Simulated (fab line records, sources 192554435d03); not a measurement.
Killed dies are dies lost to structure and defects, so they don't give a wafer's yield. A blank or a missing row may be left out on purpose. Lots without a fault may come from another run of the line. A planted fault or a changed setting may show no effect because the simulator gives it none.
fab line records | flow n5_finfet
record lots=7 wafers=39
route steps=1938 shown FIN_SAQP@102 DUMMY_GATE@243 SD_EPI_P@321 SD_ACTIVATION@330
start_h: hours from the record's first day to the start of the lot's first wafer shown | wait_h: hours since the lot's step before | " the same as in the row above | L1.1+2: a row that stands for several wafers | - no value, or no start given | * or withheld: withheld | < > ~ a bound
route shown NAME@n: a module of which the file shows steps, and the number in the route of the first | usual: mean/standard deviation of fault-free wafers | same: alike in all rows | chamber/n: place in a boat | sites: the reading at each site | _std_site: their standard deviation | _edge_site: outer sites' mean less inner sites' | radius_mm: how far each site lies from the wafer's centre | mask NAME#n: copy n | behind: the tool/chamber that last shaped the wafer | hold: why the lot was held/for how many hours/how that ended | device: the transistor (n, p or np) that didn't switch | end of line: the same wafers' tests at the end of the route | a step without rows: its recipe alone | killed: dies lost to structure and defects at the first sort, not the wafer's yield | map: a wafer's dies, x killed, . not, _ none there
set.NAME: the setting as run; set.NAME@STEP: as run at that earlier step | model.NAME: the simulator's own value behind a step, which no gauge read
lots whose settings were changed on purpose; a table a step, a row a wafer
## steps
# step N5_FIN_SAQP_HM_DEP_72
# recipe material=SiO2 target_thk_a=120 temp_c=400 precursor=SiH4/N2O pressure_torr=0.75 rf_w=275 time_s=7.2
# columns lot.wafer tool chamber start_h wait_h set.target_thk_a model.SiO2_of_FIN_SAQP_HM_DEP_72.thk_nm
L080.1 pecvd-01 2 57.12 0.0 109.6 10.8
L080.2 " 0 " " 120 11.88
L080.3 " 1 " " 109.6 10.76
L080.4 " 1 " " 120 12.1
L080.5 " 2 " " 109.6 10.96
L080.6 " 0 " " 120 12.02
L084.1 pecvd-04 2 81.69 0.0 120 11.94
L084.2 " 1 " " 120 11.69
L084.3 " 0 " " 127.8 12.63
L084.4 " 2 " " 120 11.95
L084.5 " 1 " " 127.8 12.85
L084.6 " 0 " " 127.8 12.83
L085.1 pecvd-04 1 87.68 0.0 113.2 11.25
L085.2 " 2 " " 113.2 11.16
L085.3 " 0 " " 120 11.76
L085.4 " 2 " " 120 12.15
L085.5 " 0 " " 120 11.96
L085.6 " 1 " " 113.2 11.28
L089.1 pecvd-01 1 110.94 0.0 120 11.84
L089.2 " 0 " " 120 12.06
L089.3 " 2 " " 120 12.17
L089.4 " 2 " " 120 12.37
L089.5 " 1 " " 120 12.14
L089.6 " 0 " " 120 12.23
L090.1 pecvd-01 1 117.20 0.0 120 11.88
L090.2 " 0 " " 120 12.17
L090.3 " 2 " " 136.3 13.69
L090.4 " 1 " " 120 11.99
L090.5 " 2 " " 136.3 13.94
L090.6 " 0 " " 136.3 13.83
L092.1 pecvd-01 1 130.83 0.0 120 11.74
L092.3 " 0 " " 120 11.97
L092.6 " 2 " " 120 11.92
L095.1 pecvd-01 2 146.92 0.0 120 12.16
L095.2 " 1 " " 120 11.79
L095.3 " 2 " " 132.4 13.37
L095.4 " 1 " " 120 12.03
L095.5 " 2 " " 132.4 13.23
L095.6 " 1 " " 132.4 13.17
# step N5_FIN_SAQP_COAT_49
# recipe resist=SOC temp_c=250 time_s=60 spin_rpm=1500 resist_thk_nm=100
# step N5_FIN_SAQP_COAT_50
# recipe resist=SiARC temp_c=220 time_s=60 spin_rpm=1500 resist_thk_nm=35
# step N5_FIN_SAQP_ETCH_52
# recipe chemistry=N2/H2 target=SOC target_depth_a=1000 overetch_a=200 mask_material=SiARC temp_c=40 time_s=150 ion_energy_ev=200 pressure_mtorr=30 source_w=840 bias_w=150 n2_flow_sccm=200 h2_flow_sccm=200 ends=end_point
# step N5_FIN_SAQP_STRIP_53
# recipe chemistry=N2/H2 temp_c=40 n2_flow_sccm=200 h2_flow_sccm=200 rf_frequency_hz=6e+07
# step N5_FIN_SAQP_HM_OPEN_73
# recipe chemistry=CHF3/O2 target=SiO2 stop_on=a-Si target_depth_a=120 over_etch_frac=1.8 mask_material=SOC time_s=16.8 pressure_mtorr=30 source_w=650 bias_w=170 Ar_flow_sccm=200 CHF3_flow_sccm=50 O2_flow_sccm=5 ion_energy_ev=200 ends=end_point
# columns lot.wafer tool chamber start_h wait_h set.target_thk_a@FIN_SAQP_HM_DEP_72 model.etch.depth_nm
L080.1 rie_diel-03 3 57.74 0.0 109.6 10.8
L080.2 " 2 " " 120 11.88
L080.3 " 1 " " 109.6 10.76
L080.4 " 2 " " 120 12.1
L080.5 " 1 " " 109.6 10.96
L080.6 " 3 " " 120 12.02
L084.1 rie_diel-03 1 82.43 0.0 120 11.94
L084.2 " 0 " " 120 11.69
L084.3 " 3 " " 127.8 12.63
L084.4 " 3 " " 120 11.95
L084.5 " 0 " " 127.8 12.85
L084.6 " 1 " " 127.8 12.83
L085.1 rie_diel-06 1 88.42 0.0 113.2 11.25
L085.2 " 0 " " 113.2 11.16
L085.3 " 2 " " 120 11.76
L085.4 " 3 " " 120 12.15
L085.5 " 3 " " 120 11.96
L085.6 " 0 " " 113.2 11.28
L089.1 rie_diel-03 3 111.78 0.0 120 11.84
L089.2 " 1 " " 120 12.06
L089.3 " 3 " " 120 12.17
L089.4 " 1 " " 120 12.37
L089.5 " 1 " " 120 12.14
L089.6 " 3 " " 120 12.23
L090.1 rie_diel-06 0 117.94 0.0 120 11.88
L090.2 " 1 " " 120 12.17
L090.3 " 2 " " 136.3 13.69
L090.4 " 3 " " 120 11.99
L090.5 " 0 " " 136.3 13.94
L090.6 " 3 " " 136.3 13.83
L092.1 rie_diel-06 3 131.45 0.0 120 11.74
L092.3 " 2 " " 120 11.97
L092.6 " 0 " " 120 11.92
L095.1 rie_diel-03 3 147.69 0.0 120 12.16
L095.2 " 2 " " 120 11.79
L095.3 " 0 " " 132.4 13.37
L095.4 " 1 " " 120 12.03
L095.5 " 3 " " 132.4 13.23
L095.6 " 0 " " 132.4 13.17
# step N5_FIN_SAQP_ETCH_64
# recipe chemistry=CF4 target=SiO2 target_depth_a=15 ion_energy_ev=350 pressure_mtorr=10 icp_w=800 bias_w=400 cf4_flow_sccm=80
# columns lot.wafer tool chamber start_h wait_h set.bias_w model.etch.depth_nm
L080.1 rie_si-05 0 61.40 0.0 400 1.525
L080.2 " 1 " " 400 1.503
L080.3 " 3 " " 400 1.483
L080.4 " 2 " " 400 1.505
L080.5 " 0 " " 400 1.509
L080.6 " 1 " " 400 1.493
L084.1 rie_si-06 3 86.57 0.0 447.3 1.56
L084.2 " 2 " " 400 1.473
L084.3 " 1 " " 447.3 1.586
L084.4 " 0 " " 400 1.515
L084.5 " 0 " " 400 1.525
L084.6 " 3 " " 447.3 1.563
L085.1 rie_si-06 3 93.90 0.0 400 1.533
L085.2 " 0 " " 340.9 1.444
L085.3 " 2 " " 400 1.487
L085.4 " 1 " " 340.9 1.445
L085.5 " 3 " " 400 1.526
L085.6 " 0 " " 340.9 1.449
L089.1 rie_si-06 0 115.73 0.0 339.1 1.45
L089.2 " 1 " " 400 1.511
L089.3 " 2 " " 339.1 1.428
L089.4 " 3 " " 400 1.523
L089.5 " 0 " " 339.1 1.432
L089.6 " 3 " " 400 1.517
L090.1 rie_si-02 3 122.22 0.0 400 1.504
L090.2 " 2 " " 400 1.478
L090.3 " 1 " " 400 1.493
L090.4 " 0 " " 400 1.519
L090.5 " 0 " " 400 1.528
L090.6 " 1 " " 400 1.497
L092.1 rie_si-06 2 135.28 0.0 400 1.502
L092.3 " 1 " " 400 1.513
L092.6 " 1 " " 400 1.532
L095.1 rie_si-06 2 151.91 0.0 400 1.485
L095.2 " 3 " " 464.7 1.578
L095.3 " 1 " " 400 1.506
L095.4 " 0 " " 400 1.503
L095.5 " 2 " " 464.7 1.574
L095.6 " 1 " " 464.7 1.581
# step N5_DUMMY_GATE_ETCH_31
# recipe chemistry=C4F6/O2 target=SiO2 mask_material=SOC target_depth_a=825 time_s=27.5 ion_energy_ev=250 pressure_mtorr=30 source_w=345 bias_w=185 Ar_flow_sccm=300 C4F6_flow_sccm=10 O2_flow_sccm=10
# columns lot.wafer tool chamber start_h wait_h set.target_depth_a model.etch.depth_nm model.SOC_of_DUMMY_GATE_COAT_34.thk_nm
L080.1 rie_diel-01 0 83.83 0.1 749.8 73.71 53
L080.2 " 3 " " 749.8 74.74 52.8
L080.3 " 1 " " 825 81.12 52
L080.4 " 2 " " 825 82.65 52
L080.5 " 3 " " 749.8 75.44 52.6
L080.6 " 2 " " 825 82.73 52
L084.1 rie_diel-05 3 107.15 0.0 902.4 90.06 51.2
L084.2 " 0 " " 825 85.12 51.8
L084.3 " 2 " " 825 83.14 51.8
L084.4 " 1 " " 902.4 89.87 51.2
L084.5 " 1 " " 825 82.65 51.8
L084.6 " 0 " " 902.4 93.41 50.6
L085.1 rie_diel-05 3 115.82 0.0 825 82.8 51.6
L085.2 " 0 " " 825 85.55 51.4
L085.3 " 2 " " 825 83.92 51.6
L085.4 " 1 " " 893.6 90.56 51
L085.5 " 1 " " 893.6 90.17 51.2
L085.6 " 0 " " 893.6 92.12 50.8
L089.1 rie_diel-02 2 137.52 0.2 728.6 72.51 52.8
L089.2 " 0 " " 825 83.09 51.6
L089.3 " 1 " " 825 83.27 51.4
L089.4 " 3 " " 728.6 72.87 52.8
L089.5 " 2 " " 825 81.63 51.8
L089.6 " 3 " " 728.6 73.15 52.6
L090.1 rie_diel-02 3 142.83 0.0 750.1 73.93 52.6
L090.2 " 0 " " 825 83.25 51.8
L090.3 " 1 " " 825 83.14 51.8
L090.4 " 3 " " 825 81.26 52
L090.5 " 1 " " 750.1 75.79 52.4
L090.6 " 0 " " 750.1 75.19 52.8
L092.1 rie_diel-02 1 154.73 0.0 825 82.89 51.6
L092.3 " 0 " " 825 82.97 51.6
L092.6 " 0 " " 825 82.44 51.8
L095.1 rie_diel-02 0 177.79 0.0 825 82.78 51.8
L095.2 " 2 " " 825 85.29 51.4
L095.3 " 3 " " 825 82.59 51.6
L095.4 " 1 " " 825 83.78 51.6
L095.5 " 3 " " 825 82.58 51.6
L095.6 " 2 " " 825 85 51.4
# step N5_DUMMY_GATE_ETCH_32
# recipe chemistry=CF4 target=SiO2 target_depth_a=35 time_s=3.9 ion_energy_ev=350 pressure_mtorr=10 icp_w=800 bias_w=400 cf4_flow_sccm=80
# columns lot.wafer tool chamber start_h wait_h set.time_s model.etch.depth_nm
L080.1 rie_si-04 1 84.08 0.1 4.299 3.859
L080.2 " 0 " " 3.9 3.459
L080.3 " 2 " " 3.9 3.43
L080.4 " 3 " " 4.299 3.813
L080.5 " 1 " " 3.9 3.501
L080.6 " 2 " " 4.299 3.83
L084.1 rie_si-03 3 107.40 0.1 4.407 3.94
L084.2 " 1 " " 3.9 3.526
L084.3 " 0 " " 3.9 3.53
L084.4 " 3 " " 3.9 3.477
L084.5 " 1 " " 4.407 3.969
L084.6 " 0 " " 4.407 3.963
L085.1 rie_si-01 3 116.07 0.1 3.9 3.502
L085.2 " 2 " " 3.137 2.772
L085.3 " 0 " " 3.137 2.867
L085.4 " 1 " " 3.9 3.499
L085.5 " 3 " " 3.9 3.484
L085.6 " 2 " " 3.137 2.788
L089.1 rie_si-01 1 137.76 0.1 3.9 3.447
L089.2 " 0 " " 3.9 3.51
L089.3 " 3 " " 3.9 3.466
L089.4 " 2 " " 3.9 3.443
L089.5 " 3 " " 3.9 3.492
L089.6 " 2 " " 3.9 3.441
L090.1 rie_si-04 1 143.08 0.1 4.827 4.336
L090.2 " 0 " " 3.9 3.446
L090.3 " 2 " " 3.9 3.464
L090.4 " 3 " " 4.827 4.261
L090.5 " 0 " " 4.827 4.285
L090.6 " 3 " " 3.9 3.45
L092.1 rie_si-03 2 154.98 0.1 3.9 3.422
L092.3 " 3 " " 3.9 3.48
L092.6 " 2 " " 3.9 3.417
L095.1 rie_si-01 2 178.04 0.1 3.9 3.448
L095.2 " 0 " " 3.9 3.501
L095.3 " 3 " " 4.372 3.938
L095.4 " 1 " " 4.372 3.899
L095.5 " 0 " " 3.9 3.504
L095.6 " 3 " " 4.372 3.897
# step N5_SD_EPI_P_EPI_21
# recipe material=SiGe:B dopant=B temp_c=550 pressure_torr=20 ambient=H2 time_s=355
# columns lot.wafer tool chamber start_h wait_h set.pressure_torr model.SiGe-B_of_SD_EPI_P_EPI_21.thk_nm
L080.1 epi_rpcvd-01 0 91.75 0.1 20 59.6
L080.2 " 0 " " 20 60.4
L080.3+6 " 0 " " 20 59.4
L080.4 " 0 " " 20 60
L080.5 " 0 " " 20 60.6
L084.1+5 epi_rpcvd-02 0 115.72 0.1 16.32 57.6
L084.2 " 0 " " 16.32 57
L084.3 " 0 " " 16.32 57.4
L084.4 " 0 " " 16.32 56.8
L084.6 " 0 " " 16.32 57.2
L085.1+3 epi_rpcvd-02 0 123.33 0.1 20 60.2
L085.2+4 " 0 " " 20 60
L085.5+6 " 0 124.77 1.5 20 60.8
L089.1 epi_rpcvd-04 0 145.51 0.2 22.42 63.4
L089.2+3+6 " 0 " " 22.42 63.2
L089.4+5 " 0 " " 22.42 63.6
L090.1 epi_rpcvd-02 0 150.67 0.2 20 60.8
L090.2 " 0 " " 20 61.8
L090.3+6 " 0 " " 20 61
L090.4 " 0 " " 20 61.6
L090.5 " 0 " " 20 61.2
L092.1 epi_rpcvd-02 0 163.37 0.1 20 62
L092.3 " 0 " " 20 61.8
L092.6 " 0 165.17 1.8 20 61.4
L095.1 epi_rpcvd-01 0 186.15 0.1 23.87 66.6
L095.2+3+4 " 0 " " 23.87 66.4
L095.5 " 0 187.59 1.5 23.87 65.8
L095.6 " 0 " " 23.87 67
# step N5_SD_EPI_P_HM_STRIP_48
# recipe chemistry=H3PO4 temp_c=160 material=SiNx target=SiNx target_depth_a=30 overetch_fraction=0.3
# columns lot.wafer tool chamber start_h wait_h set.pressure_torr@SD_EPI_P_EPI_21 model.SiGe-B_of_SD_EPI_P_EPI_21.thk_nm
L080.1 wet_bench-01 0 93.98 0.0 20 59.4
L080.2 " 4 " " 20 60
L080.3+6 " 5,6 " " 20 59
L080.4 " 7 " " 20 59.8
L080.5 " 3 " " 20 60.4
L084.1+5 wet_bench-02 7,6 117.95 0.0 16.32 57.4
L084.2+6 " 2,0 " " 16.32 56.8
L084.3 " 1 " " 16.32 57.2
L084.4 " 3 " " 16.32 56.4
L085.1 wet_bench-06 2 125.56 0.0 20 60
L085.2+3+4 " 7,3,4 " " 20 59.8
L085.5 " 0 " " 20 60.6
L085.6 " 1 " " 20 60.4
L089.1+4+5 wet_bench-01 1,4,0 148.46 0.0 22.42 63.2
L089.2+6 " 2,3 " " 22.42 63
L089.3 " 5 " " 22.42 62.8
L090.1+3 wet_bench-02 7,1 152.90 0.0 20 60.6
L090.2+4 " 0,3 " " 20 61.4
L090.5 " 2 " " 20 61
L090.6 " 6 " " 20 60.8
L092.1 wet_bench-02 6 165.60 0.0 20 61.6
L092.3 " 3 " " 20 61.4
L092.6 " 5 " " 20 61
L095.1+2 wet_bench-06 0,6 188.39 0.0 23.87 66.2
L095.3+4 " 7,1 " " 23.87 66
L095.5 " 2 " " 23.87 65.6
L095.6 " 3 " " 23.87 66.6
# step N5_SD_EPI_P_SRD_49
# recipe dry=ipa_marangoni time_s=30 temp_c=23 rinse_liquid=diw
# step N5_SD_EPI_P_PRECLEAN_24
# recipe chemistry=O3/DIW time_s=45 temp_c=22 o3_ppm=10
# step N5_SD_ACTIVATION_RTA_00
# recipe temp_c=975 time_s=0 ambient=N2 idle_temp_c=600 ramp_up_c_per_s=150 ramp_down_c_per_s=60 cool_to_c=600
# step N5_SD_ACTIVATION_LSA_01
# recipe temp_c=1080 time_s=0.0008 ambient=N2
# step N5_SD_ACTIVATION_RS_MEAS_03
# recipe thk_meas_gauge=four-point-probe
# usual RS_SD_N=21.85/0.29 RS_SD_P=56.4/1.1
# columns lot.wafer tool chamber start_h wait_h set.pressure_torr@SD_EPI_P_EPI_21 RS_SD_N[ohm/sq] RS_SD_P[ohm/sq]
L080.1 film_metro-01 - 94.78 0.2 20 21.85 58.1
L080.2 " - " " 20 21.67 57.0
L080.3 " - " " 20 22.29 58.2
L080.4 " - " " 20 21.96 56.9
L080.5 " - " " 20 21.81 56.8
L080.6 " - " " 20 22.00 57.6
L084.1 film_metro-02 - 118.52 0.2 16.32 22.11 63.0
L084.2 " - " " 16.32 22.05 62.8
L084.3 " - " " 16.32 22.15 63.0
L084.4 " - " " 16.32 21.79 64.1
L084.5 " - " " 16.32 21.89 61.9
L084.6 " - " " 16.32 22.04 63.4
L085.1 film_metro-01 - 126.13 0.2 20 21.42 56.6
L085.2 " - " " 20 21.98 57.3
L085.3 " - " " 20 22.09 56.6
L085.4 " - " " 20 21.72 56.8
L085.5 " - " " 20 21.97 56.6
L085.6 " - " " 20 22.33 56.3
L089.1 film_metro-01 - 149.05 0.2 22.42 21.81 53.1
L089.2 " - " " 22.42 21.67 52.8
L089.3 " - " " 22.42 21.61 52.6
L089.4 " - " " 22.42 21.73 52.0
L089.5 " - " " 22.42 21.60 52.7
L089.6 " - " " 22.42 21.89 52.7
L090.1 film_metro-01 - 153.48 0.2 20 22.13 56.8
L090.2 " - " " 20 21.96 56.1
L090.3 " - " " 20 21.89 56.9
L090.4 " - " " 20 22.07 56.1
L090.5 " - " " 20 21.93 56.4
L090.6 " - " " 20 21.79 56.7
L092.1 film_metro-02 - 166.25 0.2 20 22.10 55.6
L092.3 " - " " 20 21.66 55.8
L092.6 " - " " 20 21.71 56.1
L095.1 film_metro-02 - 189.06 0.2 23.87 21.56 48.7
L095.2 " - " " 23.87 21.71 49.0
L095.3 " - " " 23.87 21.92 48.2
L095.4 " - " " 23.87 21.79 48.6
L095.5 " - " " 23.87 22.19 50.0
L095.6 " - " " 23.87 21.73 48.1
## key
split step=N5_FIN_SAQP_HM_DEP_72 setting=target_thk_a stated=120 by=wafer
response step=N5_FIN_SAQP_HM_DEP_72 reading=model.SiO2_of_FIN_SAQP_HM_DEP_72.thk_nm change=+0.131 per=1% r=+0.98
response step=N5_FIN_SAQP_HM_OPEN_73 reading=model.etch.depth_nm change=+0.131 per=1% r=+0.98
split step=N5_FIN_SAQP_ETCH_64 setting=bias_w stated=400 by=wafer
response step=N5_FIN_SAQP_ETCH_64 reading=model.etch.depth_nm change=+0.00504 per=1% r=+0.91
split step=N5_DUMMY_GATE_ETCH_31 setting=target_depth_a stated=825 by=wafer
response step=N5_DUMMY_GATE_ETCH_31 reading=model.etch.depth_nm change=+0.826 per=1% r=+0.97
response step=N5_DUMMY_GATE_ETCH_31 reading=model.SOC_of_DUMMY_GATE_COAT_34.thk_nm change=-0.0852 per=1% r=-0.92
split step=N5_DUMMY_GATE_ETCH_32 setting=time_s stated=3.9 by=wafer
response step=N5_DUMMY_GATE_ETCH_32 reading=model.etch.depth_nm change=+0.0352 per=1% r=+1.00
split step=N5_SD_EPI_P_EPI_21 setting=pressure_torr stated=20 by=lot
response step=N5_SD_EPI_P_EPI_21 reading=model.SiGe-B_of_SD_EPI_P_EPI_21.thk_nm change=+0.236 per=1% r=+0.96
response step=N5_SD_EPI_P_HM_STRIP_48 reading=model.SiGe-B_of_SD_EPI_P_EPI_21.thk_nm change=+0.234 per=1% r=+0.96
response step=N5_SD_ACTIVATION_RS_MEAS_03 reading=RS_SD_P change=-0.37 per=1% r=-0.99
